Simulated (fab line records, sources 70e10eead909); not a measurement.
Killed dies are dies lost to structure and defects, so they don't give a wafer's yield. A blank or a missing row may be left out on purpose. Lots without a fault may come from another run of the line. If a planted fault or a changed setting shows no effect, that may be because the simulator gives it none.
What tool caused it?	flow nand-harc	24 lots, 72 wafers sampled, at 6 steps of a route of 1302

WHAT THE GAUGES READ, wafer by wafer
NHARC_A_M0_CD_MEAS_09: target cd 80 nm. Usual: cd-nm 79.9 nm, standard deviation 0.6.
lot	measured	on	cd-nm (nm)	flag
L074	day 22 09:25	cd-sem-01	80.0 80.0 80.7	
L075	day 23 02:47	cd-sem-03	79.6 79.9 80.3	
L076	day 23 05:36	cd-sem-01	79.8 79.1 79.2	
L077	day 23 10:21	cd-sem-01	80.6 79.2 80.0	
L078	day 24 01:55	cd-sem-01	79.6 80.1 79.4	
L080	day 24 15:17	cd-sem-01	79.8 79.7 80.0	
L079	day 24 19:40	cd-sem-03	80.5 79.4 79.5	
L081	day 25 06:26	cd-sem-02	79.4 80.1 79.7	
L082	day 26 09:37	cd-sem-01	80.5 80.7 79.9	
L083	day 26 11:02	cd-sem-01	78.5 79.3 79.2	
L084	day 26 12:27	cd-sem-02	80.7 80.8 80.5	
L086	day 26 23:58	cd-sem-03	80.1 80.2 80.4	
L085	day 27 01:46	cd-sem-01	80.6 80.6 79.6	
L089	day 27 22:25	cd-sem-02	79.9 80.9 80.1	
L087	day 28 06:35	cd-sem-01	80.1 80.6 81.0	
L088	day 28 06:44	cd-sem-02	80.2 79.8 79.8	
L091	day 29 05:59	cd-sem-02	81.0 79.7 79.6	
L090	day 29 22:47	cd-sem-03	79.9 80.7 80.4	
L094	day 30 17:38	cd-sem-03	79.9 79.8 80.0	
L092	day 30 19:37	cd-sem-03	79.6 79.3 80.2	
L093	day 30 20:41	cd-sem-03	79.2 79.5 79.8	
L096	day 31 04:12	cd-sem-01	79.2 78.9 79.1	
L095	day 31 09:59	cd-sem-03	79.9 79.3 79.5	
L097	day 31 23:50	cd-sem-02	78.8 79.0 79.4	

NHARC_A_M1_INSPECT_11. Usual: raw-defect-count 97, standard deviation 38.
lot	measured	on	raw-defect-count	flag
L074	day 22 13:55	defect-inspect-02	152 153 146	
L075	day 23 06:55	defect-inspect-02	123 108 109	
L076	day 23 09:45	defect-inspect-01	72 73 72	
L077	day 23 14:34	defect-inspect-01	149 163 175	
L078	day 24 06:17	defect-inspect-02	104 116 111	
L080	day 24 19:41	defect-inspect-01	72 72 62	
L079	day 25 00:10	defect-inspect-02	98 81 75	
L081	day 25 10:55	defect-inspect-02	149 144 161	
L082	day 26 13:49	defect-inspect-02	138 126 146	
L083	day 26 15:16	defect-inspect-01	72 66 62	
L084	day 26 16:30	defect-inspect-02	66 107 91	
L086	day 27 04:02	defect-inspect-01	102 99 73	
L085	day 27 05:57	defect-inspect-01	71 72 88	
L089	day 28 02:35	defect-inspect-01	40 45 47	
L087	day 28 10:46	defect-inspect-02	66 85 73	
L088	day 28 10:55	defect-inspect-01	71 57 73	
L091	day 29 10:05	defect-inspect-01	118 132 116	
L090	day 30 03:00	defect-inspect-02	154 142 140	
L094	day 30 21:52	defect-inspect-02	123 138 135	
L092	day 30 23:40	defect-inspect-01	76 67 43	
L093	day 31 00:55	defect-inspect-02	72 69 68	
L096	day 31 08:14	defect-inspect-02	131 115 130	
L095	day 31 14:10	defect-inspect-02	18 17 18	
L097	day 32 04:14	defect-inspect-01	74 77 75	

EACH LOT AND THE TOOL THAT RAN IT (in order: tool; ch and the chambers of the sampled wafers; start)
lot	NHARC_A_BLC_DESCUM_15	NHARC_A_BLC_ETCH_16	NHARC_A_M0_STRIP_18	NHARC_A_M0_CMP_23
L074	rie-diel-12 ch 2,3, day 22 05:41	rie-diel-12 ch 0,2, day 22 05:46	rie-diel-02 ch 0,2, day 22 10:01	cmp-03 ch 0,1,2, day 22 11:55
L075	rie-diel-12 ch 0,2,3, day 22 22:39	rie-diel-12 ch 0,1, day 22 22:44	rie-diel-02 ch 1,2,3, day 23 03:24	cmp-01 ch 0,1,3, day 23 04:59
L076	rie-diel-13 ch 2,3, day 23 01:46	rie-diel-13 ch 0,1,3, day 23 01:52	rie-diel-02 ch 1,2,3, day 23 06:12	cmp-01 ch 0,1, day 23 07:47
L077	rie-diel-13 ch 0,1,2, day 23 06:31	rie-diel-13 ch 0,2,3, day 23 06:36	rie-diel-03 ch 1,2,3, day 23 10:55	cmp-02 ch 1,2,3, day 23 12:32
L078	rie-diel-07 ch 0,1, day 23 22:02	rie-diel-07 ch 0,1, day 23 22:08	rie-diel-11 ch 1,2,3, day 24 02:29	cmp-01 ch 1,2, day 24 04:26
L080	rie-diel-12 ch 0,1,3, day 24 11:27	rie-diel-12 ch 2,3, day 24 11:32	rie-diel-03 ch 0,2,3, day 24 15:51	cmp-01 ch 0,2,3, day 24 17:41
L079	rie-diel-07 ch 1,2,3, day 24 15:48	rie-diel-07 ch 0,2,3, day 24 15:53	rie-diel-03 ch 2,3, day 24 20:13	cmp-03 ch 1,2,3, day 24 21:56
L081	rie-diel-13 ch 1,2,3, day 25 02:36	rie-diel-13 ch 0,1,3, day 25 02:41	rie-diel-02 ch 0,1,3, day 25 07:02	cmp-02 ch 1,2,3, day 25 09:03
L082	rie-diel-13 ch 0,1, day 26 05:46	rie-diel-13 ch 1,3, day 26 05:52	rie-diel-03 ch 0,2,3, day 26 10:11	cmp-02 ch 0,2, day 26 11:51
L083	rie-diel-13 ch 0,2,3, day 26 06:58	rie-diel-13 ch 0,1,3, day 26 07:04	rie-diel-03 ch 1,2,3, day 26 11:37	cmp-03 ch 0,1,3, day 26 13:17
L084	rie-diel-12 ch 0,3, day 26 08:37	rie-diel-12 ch 2,3, day 26 08:42	rie-diel-03 ch 0,1, day 26 13:01	cmp-02 ch 1,2, day 26 14:38
L086	rie-diel-12 ch 0,2, day 26 20:11	rie-diel-12 ch 0,3, day 26 20:16	rie-diel-03 ch 0,3, day 27 00:32	cmp-03 ch 0,1,3, day 27 02:13
L085	rie-diel-13 ch 0,2, day 26 21:53	rie-diel-13 ch 1,2,3, day 26 21:59	rie-diel-02 ch 0,1,2, day 27 02:22	cmp-02 ch 1,3, day 27 03:59
L089	rie-diel-13 ch 0,1,2, day 27 18:41	rie-diel-13 ch 0,1,2, day 27 18:46	rie-diel-02 ch 0,2,3, day 27 23:01	cmp-02 ch 2,3, day 28 00:38
L087	rie-diel-12 ch 0,1,3, day 28 02:25	rie-diel-12 ch 0,1,3, day 28 02:29	rie-diel-11 ch 0,3, day 28 07:08	cmp-02 ch 2,3, day 28 08:46
L088	rie-diel-13 ch 0,3, day 28 02:47	rie-diel-13 ch 0,1,2, day 28 02:53	rie-diel-02 ch 1,2, day 28 07:19	cmp-01 ch 2,3, day 28 08:55
L091	rie-diel-12 ch 2,3, day 29 02:17	rie-diel-12 ch 1,3, day 29 02:22	rie-diel-02 ch 1,3, day 29 06:34	cmp-03 ch 0,2,3, day 29 08:16
L090	rie-diel-13 ch 1,3, day 29 18:56	rie-diel-13 ch 0,1,2, day 29 19:01	rie-diel-02 ch 1,2,3, day 29 23:23	cmp-03 ch 0,3, day 30 01:01
L094	rie-diel-07 ch 0,1,2, day 30 11:07	rie-diel-07 ch 1,2,3, day 30 11:13	rie-diel-02 ch 1,2, day 30 18:13	cmp-03 ch 0,1,2, day 30 19:53
L092	rie-diel-13 ch 1,2,3, day 30 15:47	rie-diel-13 ch 2,3, day 30 15:50	rie-diel-03 ch 2,3, day 30 20:10	cmp-03 ch 2,3, day 30 21:50
L093	rie-diel-12 ch 2,3, day 30 16:34	rie-diel-12 ch 0,1,3, day 30 16:57	rie-diel-03 ch 0,1, day 30 21:16	cmp-01 ch 1,2, day 30 22:56
L096	rie-diel-13 ch 1,2,3, day 31 00:04	rie-diel-13 ch 0,1,3, day 31 00:08	rie-diel-11 ch 0,2,3, day 31 04:50	cmp-02 ch 1,2, day 31 06:24
L095	rie-diel-12 ch 0,3, day 31 06:07	rie-diel-12 ch 1,3, day 31 06:12	rie-diel-03 ch 0,2,3, day 31 10:33	cmp-01 ch 1,2,3, day 31 12:14
L097	rie-diel-13 ch 0,2,3, day 31 20:01	rie-diel-13 ch 0,1,3, day 31 20:05	rie-diel-03 ch 1,3, day 32 00:25	cmp-01 ch 0,2, day 32 02:16
- NHARC_A_BLC_DESCUM_15: chemistry O2, time 3 s.
- NHARC_A_BLC_ETCH_16: etches the open film in CF4, target depth 39 nm, time 65 s.
- NHARC_A_M0_STRIP_18: strips in N2/H2.
- NHARC_A_M0_CMP_23: polishes, t overpolish 20 s, target thk 113.75 nm.

WHAT THE TOOLS THEMSELVES READ (means of the sampled wafers that have a number; where no wafer has one, the mark that the record gives instead)
NHARC_A_BLC_DESCUM_15. Usual: drypump-motor-current-A 6.1 A, standard deviation 0.33; oes-product-au 1.001 a.u., standard deviation 0.0072; rf-vpp-V 57.9 V, standard deviation 0.9; showerhead-plenum-p-Torr 1.93 Torr, standard deviation 0.078; throttle-valve-pct 11.312 %, standard deviation 0.0087.
lot	tool	drypump-motor-current-A (A)	oes-product-au (a.u.)	rf-vpp-V (V)	showerhead-plenum-p-Torr (Torr)	throttle-valve-pct (%)	flag
L074	rie-diel-12	6.4	0.997	58.3	1.87	11.306	
L075	rie-diel-12	6.3	1.001	57.9	1.90	11.312	
L076	rie-diel-13	5.8	1.008	57.9	1.96	11.316	
L077	rie-diel-13	6.2	1.003	57.3	1.93	11.309	
L078	rie-diel-07	5.7	1.006	58.2	1.94	11.314	
L080	rie-diel-12	6.1	1.005	56.7	1.93	11.312	
L079	rie-diel-07	5.7	0.999	58.3	1.89	11.308	
L081	rie-diel-13	6.0	0.999	58.3	1.99	11.313	
L082	rie-diel-13	6.4	1.004	58.8	1.95	11.305	
L083	rie-diel-13	6.0	0.998	58.0	1.94	11.317	
L084	rie-diel-12	6.4	0.996	57.9	1.95	11.317	
L086	rie-diel-12	6.3	0.995	58.3	1.85	11.309	
L085	rie-diel-13	6.3	1.009	57.7	1.88	11.312	
L089	rie-diel-13	6.2	1.006	56.7	1.92	11.313	
L087	rie-diel-12	6.1	0.992	58.0	1.93	11.310	
L088	rie-diel-13	6.4	1.003	57.4	1.92	11.317	
L091	rie-diel-12	6.4	1.000	56.4	1.83	11.305	
L090	rie-diel-13	6.0	1.004	58.4	2.02	11.303	
L094	rie-diel-07	5.6	1.005	57.3	1.89	11.304	
L092	rie-diel-13	6.0	0.998	57.7	1.98	11.311	
L093	rie-diel-12	6.4	1.001	57.5	1.83	11.314	
L096	rie-diel-13	6.0	1.007	58.2	1.98	11.317	
L095	rie-diel-12	6.3	0.997	57.6	1.97	11.314	
L097	rie-diel-13	6.1	1.002	58.5	1.94	11.313	

NHARC_A_BLC_ETCH_16. Usual: drypump-motor-current-A 6.1 A, standard deviation 0.34; oes-product-au 1.001 a.u., standard deviation 0.0074; rf-fwd-power-W 297.1 W, standard deviation 1.2; rf-vpp-V 151.4 V, standard deviation 1.2; showerhead-plenum-p-Torr 1.78 Torr, standard deviation 0.067; throttle-valve-pct 13.284 %, standard deviation 0.0094.
lot	tool	drypump-motor-current-A (A)	oes-product-au (a.u.)	rf-fwd-power-W (W)	rf-vpp-V (V)	showerhead-plenum-p-Torr (Torr)	throttle-valve-pct (%)	flag
L074	rie-diel-12	6.2	0.995	295.0	151.6	1.78	13.281	
L075	rie-diel-12	5.9	1.002	297.6	151.2	1.77	13.279	
L076	rie-diel-13	6.3	1.000	296.0	152.2	1.81	13.280	
L077	rie-diel-13	6.1	1.000	298.3	151.1	1.79	13.280	
L078	rie-diel-07	5.6	0.995	297.8	151.3	1.76	13.281	
L080	rie-diel-12	6.4	0.998	297.9	150.6	1.73	13.282	
L079	rie-diel-07	5.8	0.994	296.4	151.6	1.78	13.292	
L081	rie-diel-13	6.2	1.009	297.7	153.3	1.81	13.282	
L082	rie-diel-13	6.1	1.002	296.8	152.0	1.87	13.271	
L083	rie-diel-13	6.3	1.000	297.2	151.3	1.81	13.283	
L084	rie-diel-12	6.4	1.000	297.7	150.1	1.69	13.274	
L086	rie-diel-12	6.4	1.010	296.9	152.1	1.80	13.280	
L085	rie-diel-13	6.0	1.002	297.1	151.7	1.83	13.282	
L089	rie-diel-13	6.2	1.006	296.3	151.3	1.78	13.282	
L087	rie-diel-12	6.1	0.995	297.7	151.0	1.78	13.289	
L088	rie-diel-13	6.2	0.999	297.4	151.6	1.78	13.275	
L091	rie-diel-12	6.2	0.999	297.7	150.7	1.76	13.285	
L090	rie-diel-13	6.2	1.005	296.8	152.4	1.78	13.283	
L094	rie-diel-07	5.7	0.998	297.3	151.3	1.74	13.289	
L092	rie-diel-13	5.8	0.999	297.0	152.7	1.81	13.287	
L093	rie-diel-12	6.1	1.000	297.6	151.7	1.78	13.290	
L096	rie-diel-13	6.2	1.004	296.0	151.6	1.81	13.292	
L095	rie-diel-12	6.0	1.000	297.9	150.8	1.74	13.282	
L097	rie-diel-13	6.3	0.996	297.0	152.0	1.81	13.286	

NHARC_A_M0_STRIP_18. Usual: for drypump-motor-current-A, 5.8 A with a standard deviation of 0.47; for n2-flow-sccm, 150.0 sccm with a standard deviation of 0.45; for oes-product-au, 0.998 a.u. with a standard deviation of 0.007; for rf-fwd-power-W, 998 W with a standard deviation of 3.1; for rf-vpp-V, 91.1 V with a standard deviation of 0.94; for showerhead-plenum-p-Torr, 2.11 Torr with a standard deviation of 0.076; for throttle-valve-pct, 14.171 % with a standard deviation of 0.0082.
lot	tool	drypump-motor-current-A (A)	n2-flow-sccm (sccm)	oes-product-au (a.u.)	rf-fwd-power-W (W)	rf-vpp-V (V)	showerhead-plenum-p-Torr (Torr)	throttle-valve-pct (%)	flag
L074	rie-diel-02	5.9	149.2	0.998	997	91.7	2.12	14.167	
L075	rie-diel-02	6.2	149.8	0.999	999	91.9	2.17	14.170	
L076	rie-diel-02	6.2	149.4	0.997	997	92.0	2.17	14.165	
L077	rie-diel-03	5.6	150.2	1.000	993	91.0	2.08	14.170	
L078	rie-diel-11	6.0	149.7	0.993	999	91.0	2.10	14.168	
L080	rie-diel-03	5.5	150.0	0.998	996	91.2	2.14	14.168	
L079	rie-diel-03	5.2	150.4	1.006	995	90.0	2.16	14.170	
L081	rie-diel-02	6.1	149.9	0.995	995	90.8	2.14	14.173	
L082	rie-diel-03	5.5	149.5	0.995	1000	91.4	2.14	14.173	
L083	rie-diel-03	5.6	150.3	1.001	998	90.7	2.08	14.184	
L084	rie-diel-03	5.6	150.0	1.002	996	91.3	2.04	14.165	
L086	rie-diel-03	5.3	150.4	1.001	997	91.2	2.12	14.168	
L085	rie-diel-02	6.1	149.7	0.991	996	90.8	2.12	14.171	
L089	rie-diel-02	6.0	150.1	1.005	996	91.2	2.13	14.177	
L087	rie-diel-11	5.9	149.8	1.002	996	90.3	2.08	14.166	
L088	rie-diel-02	6.1	150.1	1.004	996	90.6	2.15	14.174	
L091	rie-diel-02	6.3	149.9	0.998	1002	92.2	2.17	14.175	
L090	rie-diel-02	6.2	149.9	0.996	997	92.1	2.16	14.160	
L094	rie-diel-02	6.2	150.1	0.994	1001	91.0	2.15	14.179	
L092	rie-diel-03	5.7	149.6	1.003	997	91.5	2.15	14.167	
L093	rie-diel-03	5.6	150.1	1.003	1003	90.0	1.98	14.177	
L096	rie-diel-11	5.9	149.9	0.998	998	91.9	2.09	14.167	
L095	rie-diel-03	5.5	150.2	0.997	997	91.3	2.14	14.168	
L097	rie-diel-03	5.5	150.0	0.993	997	89.9	2.00	14.164	

NHARC_A_M0_CMP_23. Usual: motor-current-A 12.3 A, standard deviation 0.74; time-to-endpoint-s 28.9 s, standard deviation 2.3.
lot	tool	motor-current-A (A)	time-to-endpoint-s (s)	flag
L074	cmp-03	12.7	27.0	
L075	cmp-01	12.1	31.2	
L076	cmp-01	12.8	28.7	
L077	cmp-02	11.8	28.5	
L078	cmp-01	12.8	30.8	
L080	cmp-01	12.2	29.3	
L079	cmp-03	12.3	30.8	
L081	cmp-02	12.0	25.5	
L082	cmp-02	12.5	24.4	
L083	cmp-03	12.4	29.2	
L084	cmp-02	11.9	28.3	
L086	cmp-03	12.5	27.7	
L085	cmp-02	12.3	29.0	
L089	cmp-02	12.0	28.9	
L087	cmp-02	12.7	30.9	
L088	cmp-01	12.2	26.6	
L091	cmp-03	12.4	27.9	
L090	cmp-03	12.2	31.5	
L094	cmp-03	12.8	29.7	
L092	cmp-03	11.8	30.6	
L093	cmp-01	12.7	24.6	
L096	cmp-02	11.7	27.0	
L095	cmp-01	11.6	28.7	
L097	cmp-01	13.0	32.3	

THE ANSWER, worked out from the rows above alone
Rule: lot off if the mean of its wafers having a number is beyond 3 standard deviations from the usual mean. Also off: a lot with no number at a reading for which 4 or more lots have one. Any other lot the step has rows for is counted as sound. Order of review: gauges by route order, followed by the tools' own readings, for which a lot's mean as printed above is used. The first step at which some lot is off is used, and at that step the reading that is off furthest; a lot without a number counts as furthest.
No lot is off at any reading shown: from this, nothing can be told.

WHAT HAD BEEN PUT IN BY THE SIMULATOR
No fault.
